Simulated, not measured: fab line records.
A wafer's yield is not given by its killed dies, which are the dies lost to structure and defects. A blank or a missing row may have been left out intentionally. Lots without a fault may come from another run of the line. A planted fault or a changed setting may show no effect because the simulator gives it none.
Matching of chambers || flow n5Finfet || N5_BEOL_M5_ETCH_61 on rieDiel-04 has 4 sister chambers
The step etches SiARC in CF4, target depth 15.6 nm, time 26 s. 4 wafers are shown with their chamber, then 12 later ones without.

WAFERS PAIRED WITH THEIR CHAMBERS
{"wafer": "L087.5", "chamber": 0, "showerheadPlenumPTorr (Torr)": 2.22}
{"wafer": "L090.3", "chamber": 2, "showerheadPlenumPTorr (Torr)": 2.11}
{"wafer": "L090.4", "chamber": 1, "showerheadPlenumPTorr (Torr)": 2.19}
{"wafer": "L090.5", "chamber": 3, "showerheadPlenumPTorr (Torr)": 2.03}

WAFERS WITH NO CHAMBER GIVEN
{"wafer": "L092.1", "showerheadPlenumPTorr (Torr)": 2.11}
{"wafer": "L092.2", "showerheadPlenumPTorr (Torr)": 2.03}
{"wafer": "L092.3", "showerheadPlenumPTorr (Torr)": 2.18}
{"wafer": "L092.4", "showerheadPlenumPTorr (Torr)": 2.21}
{"wafer": "L092.5", "showerheadPlenumPTorr (Torr)": 2.18}
{"wafer": "L092.6", "showerheadPlenumPTorr (Torr)": 2.22}
{"wafer": "L094.1", "showerheadPlenumPTorr (Torr)": 2.03}
{"wafer": "L094.3", "showerheadPlenumPTorr (Torr)": 2.11}
{"wafer": "L094.4", "showerheadPlenumPTorr (Torr)": 2.21}
{"wafer": "L093.1", "showerheadPlenumPTorr (Torr)": 2.21}
{"wafer": "L093.4", "showerheadPlenumPTorr (Torr)": 2.18}
{"wafer": "L093.6", "showerheadPlenumPTorr (Torr)": 2.11}

EACH ONE'S CHAMBER
{"wafer": "L092.1", "from the rows above": 2, "in truth": 2}
{"wafer": "L092.2", "from the rows above": 3, "in truth": 3}
{"wafer": "L092.3", "from the rows above": 1, "in truth": 1}
{"wafer": "L092.4", "from the rows above": "can't be placed: 0 or 1", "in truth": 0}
{"wafer": "L092.5", "from the rows above": 1, "in truth": 1}
{"wafer": "L092.6", "from the rows above": 0, "in truth": 0}
{"wafer": "L094.1", "from the rows above": 3, "in truth": 3}
{"wafer": "L094.3", "from the rows above": 2, "in truth": 2}
{"wafer": "L094.4", "from the rows above": "can't be placed: 0 or 1", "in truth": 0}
{"wafer": "L093.1", "from the rows above": "can't be placed: 0 or 1", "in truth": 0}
{"wafer": "L093.4", "from the rows above": 1, "in truth": 1}
{"wafer": "L093.6", "from the rows above": 2, "in truth": 2}
Placed correctly: 9 of 12. Cannot be placed on the basis of these rows: 3; the candidates contain the true chamber in 3. Number placed wrongly: 0.
How it was worked out, from the rows above alone: a wafer's distance from a chamber is the root of the sum, over the readings, of the square of ((its reading less the chamber's mean) divided by the reading's scatter). The wafer belongs to the nearest chamber; if the next one is less than 2 further off, it can't be placed. For every chamber, the mean is computed from those of its wafers that are shown. The scatter: with one shown wafer a chamber, the root of the mean of the squares of how far each hidden wafer lies from its nearest shown one.
